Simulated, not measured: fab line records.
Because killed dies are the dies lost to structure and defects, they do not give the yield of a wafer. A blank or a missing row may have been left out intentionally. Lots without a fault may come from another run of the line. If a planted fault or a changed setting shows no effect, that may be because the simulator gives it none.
Matching of chambers | flow nandHarc | 4 sister chambers for NHARC_A_WL_FILL_ALD_19 on aldMetal-03
The step deposits TiN, target thk 2 nm, pulse time 3 s, ald cycles 100. 18 wafers are shown with their chamber, then 9 later ones without.

## WAFERS WITH THEIR CHAMBER
wafer  | chamber | heaterPowerW (W) | precursorPulseHeightRel
L075.1 | 0       | 1191             | 0.959
L075.3 | 2       | 1039             | 1.014
L075.4 | 1       | 909              | 1.028
L079.1 | 3       | 1142             | 1.043
L079.4 | 1       | 897              | 1.005
L079.5 | 1       | 890              | 0.986
L080.2 | 2       | 1040             | 0.999
L080.5 | 1       | 922              | 0.987
L080.6 | 2       | 1053             | 0.985
L082.1 | 2       | 1058             | 1.012
L082.2 | 1       | 936              | 1.003
L082.6 | 1       | 949              | 1.007
L083.3 | 0       | 1181             | 0.991
L083.4 | 2       | 1056             | 1.001
L083.5 | 3       | 1143             | 0.984
L085.2 | 3       | 1145             | 0.991
L085.3 | 1       | 935              | 1.015
L085.4 | 0       | 1184             | 1.018

SIGNATURES (means of the wafers above)
reading                 | chamber 0 | chamber 1 | chamber 2 | chamber 3 | scatter within a chamber
heaterPowerW            | 1185.33   | 919.71    | 1049.20   | 1143.33   | 15.3
precursorPulseHeightRel | 0.98933   | 1.00443   | 1.00220   | 1.00600   | 0.0202
Rule: for each reading, subtract the chamber's mean from the wafer's reading, divide by that reading's scatter and square the result; add these up over the readings and take the root, which gives the wafer's distance from the chamber. If the next closest chamber is less than 2 further off than the closest, the wafer can't be placed; otherwise it belongs to the closest. The scatter is the square root of a quotient: the sum, over the shown wafers, of each reading's squared deviation from its chamber's mean, divided by wafers minus chambers.

## WAFERS WITHOUT THEIR CHAMBER
wafer  | heaterPowerW (W) | precursorPulseHeightRel
L087.2 | 934              | 1.062
L087.3 | 1179             | 1.047
L087.4 | 1184             | 0.990
L092.1 | 1082             | 0.962
L092.2 | 935              | 0.998
L092.5 | 1160             | 0.983
L096.1 | 1187             | 0.994
L096.3 | 942              | 0.986
L096.5 | 1212             | 1.026

## WHICH CHAMBER EACH WENT THROUGH
wafer  | from the rows above     | in truth
L087.2 | 1                       | 1
L087.3 | can't be placed: 0 or 3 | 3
L087.4 | 0                       | 0
L092.1 | can't be placed: 2 or 3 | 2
L092.2 | 1                       | 1
L092.5 | can't be placed: 3 or 0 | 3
L096.1 | 0                       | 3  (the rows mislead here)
L096.3 | 1                       | 1
L096.5 | 0                       | 0
5 of 9 placed correctly. From these rows, 3 cannot be placed; in 3 the true chamber is one of the candidates. Wrongly placed: 1.
